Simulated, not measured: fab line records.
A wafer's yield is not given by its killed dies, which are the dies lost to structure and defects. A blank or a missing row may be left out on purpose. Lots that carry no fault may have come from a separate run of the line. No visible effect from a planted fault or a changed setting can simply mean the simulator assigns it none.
Which of the tools did it? + flow n5-finfet + Sampling: 9 lots, 26 wafers, 3 of 1938 route steps

WHAT THE GAUGES READ, wafer by wafer
N5_HKMG_FIN_INSPECT_28: inspects for defects (darkfield).
| lot  | measured    | on                | raw-defect-count |
|------|-------------|-------------------|------------------|
| L247 | day 4 14:33 | defect-inspect-01 | 37 57            |
| L248 | day 4 18:11 | defect-inspect-01 | 42 32 45         |
| L249 | day 5 03:01 | defect-inspect-01 | 48 44 35         |
| L250 | day 5 09:38 | defect-inspect-02 | 63 29 39         |
| L257 | day 7 03:10 | defect-inspect-01 | 52 53 28         |
| L260 | day 7 19:15 | defect-inspect-01 | 61 55 43         |
| L266 | day 9 06:22 | defect-inspect-02 | 30 35 39         |
| L267 | day 9 12:32 | defect-inspect-01 | 15 26 45         |
| L268 | day 9 20:10 | defect-inspect-01 | 32 43 30         |

TOOL THAT RAN EACH LOT (tool first, then ch and the chambers of the sampled wafers, then the start)
| lot  | N5_HKMG_FIN_ETCH_67               | N5_HKMG_FIN_W_FILL_22        |
|------|-----------------------------------|------------------------------|
| L247 | rie-diel-01 ch 0,2, day 4 12:34   | cvd-w-02 ch 0,1, day 4 13:43 |
| L248 | rie-diel-06 ch 0,1, day 4 16:11   | cvd-w-01 ch 0,1, day 4 17:23 |
| L249 | rie-diel-04 ch 1,2, day 5 00:54   | cvd-w-01 ch 0,1, day 5 02:12 |
| L250 | rie-diel-06 ch 0,3, day 5 07:38   | cvd-w-01 ch 0,1, day 5 08:49 |
| L257 | rie-diel-06 ch 0,2, day 7 01:11   | cvd-w-01 ch 1, day 7 02:20   |
| L260 | rie-diel-04 ch 1,2,3, day 7 17:16 | cvd-w-01 ch 1, day 7 18:26   |
| L266 | rie-diel-06 ch 2,3, day 9 04:22   | cvd-w-02 ch 0,1, day 9 05:32 |
| L267 | rie-diel-01 ch 0,1, day 9 10:32   | cvd-w-02 ch 0,1, day 9 11:43 |
| L268 | rie-diel-06 ch 0,2,3, day 9 18:10 | cvd-w-02 ch 0,1, day 9 19:21 |
- N5_HKMG_FIN_ETCH_67: etches SOC in N2/H2, stops on TiN, target depth 388.9 nm.
- N5_HKMG_FIN_W_FILL_22: material W, target thk 60 nm, time 18.2 s.

THE ANSWER, worked out from the rows above alone
Rule: what is usual is taken from the lots themselves. Put in order of their means at a reading, lots are off if they are a third of the lots or fewer, leave a main group of 4 or more, and stand apart from it by a gap of 3 or more times the standard deviation of the main group's means; of several such gaps the widest counts. A main group is skipped when, at the precision printed for the reading in the tables above, its means are all equal. Also off: a lot with no number at a reading for which 4 or more lots have one. Any other lot the step has rows for is counted as sound.
No lot is off on any of the readings shown, so nothing can be concluded from this.

WHAT HAD BEEN PUT IN BY THE SIMULATOR
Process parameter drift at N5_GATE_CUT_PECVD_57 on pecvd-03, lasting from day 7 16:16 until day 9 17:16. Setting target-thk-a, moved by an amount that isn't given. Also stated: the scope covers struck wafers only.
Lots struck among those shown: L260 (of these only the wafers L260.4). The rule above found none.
